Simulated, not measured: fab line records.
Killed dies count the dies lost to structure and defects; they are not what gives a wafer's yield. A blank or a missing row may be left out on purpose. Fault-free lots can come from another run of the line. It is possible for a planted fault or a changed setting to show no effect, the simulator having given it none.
Split-lot trial ; flow n5-finfet ; 7 lots, 21 wafers read, on a route of 1938 steps

== THE SPLIT ITSELF ==
At N5_MOL_CONTACT_COAG_CVD_140 (deposits W, target thk 66.5 nm, time 215 s), the setting target-thk-a was moved away from the recipe's 665 angstrom on 8 of the 21 wafers read, by -12.5% to +11.7%. For the rest of the wafers, this setting stayed at what the recipe calls for.

The reading is taken at the split's own step.

== THE READING ==
W_of_MOL_CONTACT_COAG_CVD_140.thk-nm (the simulator's own value, which no gauge read), in nm, at N5_MOL_CONTACT_COAG_CVD_140 (deposits W, target thk 66.5 nm, time 215 s). No usual value for it is given in the file. Here, 13 wafers ran the recipe; their average is 66.8 nm with a standard deviation of 0.53 nm.

wafer;tool, chamber at the split;target-thk-a as run, angstrom;against the recipe;W_of_MOL_CONTACT_COAG_CVD_140.thk-nm, nm;against lot-mates on the recipe
L080.1;cvd-w-01, 1;742.7;+11.7%;74.4;+6.8
L080.3;cvd-w-01, 0;665;recipe;67.6;-
L080.6;cvd-w-01, 0;742.7;+11.7%;75.2;+7.6
L082.2;cvd-w-01, 0;665;recipe;66.6;-
L082.4;cvd-w-01, 1;726.5;+9.2%;72.6;+6.0
L082.6;cvd-w-01, 0;726.5;+9.2%;73.2;+6.6
L083.2;cvd-w-01, 0;665;recipe;66.4;-
L083.3;cvd-w-01, 1;665;recipe;67.2;-
L083.5;cvd-w-01, 0;665;recipe;66.8;-
L084.3;cvd-w-01, 1;581.6;-12.5%;58.8;-8.0
L084.4;cvd-w-01, 0;665;recipe;67;-
L084.5;cvd-w-01, 1;665;recipe;66.6;-
L088.1;cvd-w-02, 1;665;recipe;65.4;-
L088.3;cvd-w-02, 0;737.7;+10.9%;73.2;+7.1
L088.5;cvd-w-02, 1;665;recipe;66.8;-
L097.1;cvd-w-02, 1;582.3;-12.4%;57.8;-9.0
L097.4;cvd-w-02, 1;665;recipe;66.8;-
L097.6;cvd-w-02, 1;582.3;-12.4%;58.6;-8.2
L096.1;cvd-w-01, 0,1;665;recipe;66.8;-
L096.5;cvd-w-01, 0,1;665;recipe;66.8;-
L096.2;cvd-w-01, 1;665;recipe;67.6;-
The file does not say which wafer passed through which chamber wherever a row lists several chambers: such a row stands for several wafers.

THE FIT
A straight line over all 21 wafers: W_of_MOL_CONTACT_COAG_CVD_140.thk-nm changes by +0.665 nm for each +1% of target-thk-a; r = +0.99; the points scatter about the line by 0.55 nm.
The same after taking each lot's own level away (the mean of its wafers on the recipe; 21 wafers): +0.658 nm for each +1%; r = +1.00; scatter 0.43 nm.
According to that fit, moving target-thk-a by its largest amount changes the reading by 8.2 nm.
The lots' own levels span 66.10 to 67.60 nm, that is 2.8 times the standard deviation above.
The two slopes are in agreement: the lot-to-lot level therefore moves the slope only a little.
Check: -8.39 nm against its lot-mates is what the line predicts for one of the wafers moved furthest among these (-12.5%) when that wafer is left out of the fit. Against them it came out at -8 nm.

== THE OTHER SPLITS THESE WAFERS WENT THROUGH ==
Other splits were also applied to these wafers ahead of the reading. Each is held against what the fit with the lots' levels taken away leaves over:
other split on the same wafers;wafers away from the commonest value;r with W_of_MOL_CONTACT_COAG_CVD_140.thk-nm (lot level and that fit taken away)
N5_GATE_CUT_ETCH_36 cf4-flow-sccm;8;-0.09
N5_MOL_CONTACT_COAG_ALD_27 ald-cycles;4;+0.02
N5_MOL_CONTACT_COAG_PECVD_31 temp-c;4;+0.43

== THE WHOLE CHAIN: every reading that the file lists as answering this split, in the file's order ==
step;what it does;reading;change (the file's fit);r (the file's)
N5_MOL_CONTACT_COAG_CVD_140;deposits W, target thk 66.5 nm, time 215 s;W_of_MOL_CONTACT_COAG_CVD_140.thk-nm (the simulator's own value, which no gauge read);+0.654 nm for each +1% of the setting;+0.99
N5_MOL_CONTACT_COAG_CMP_52;polishes, stops on SiO2, t overpolish 1.5 s, target thk 66.5 nm;W_of_MOL_CONTACT_COAG_CVD_140.thk-nm (the simulator's own value, which no gauge read);not straight: 58.8 at the lowest setting, 66.63 at the recipe, 65.9 at the highest;not given

== FILE'S OWN FIT ==
W_of_MOL_CONTACT_COAG_CVD_140.thk-nm changes by +0.654 nm for each +1% of target-thk-a, r = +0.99.
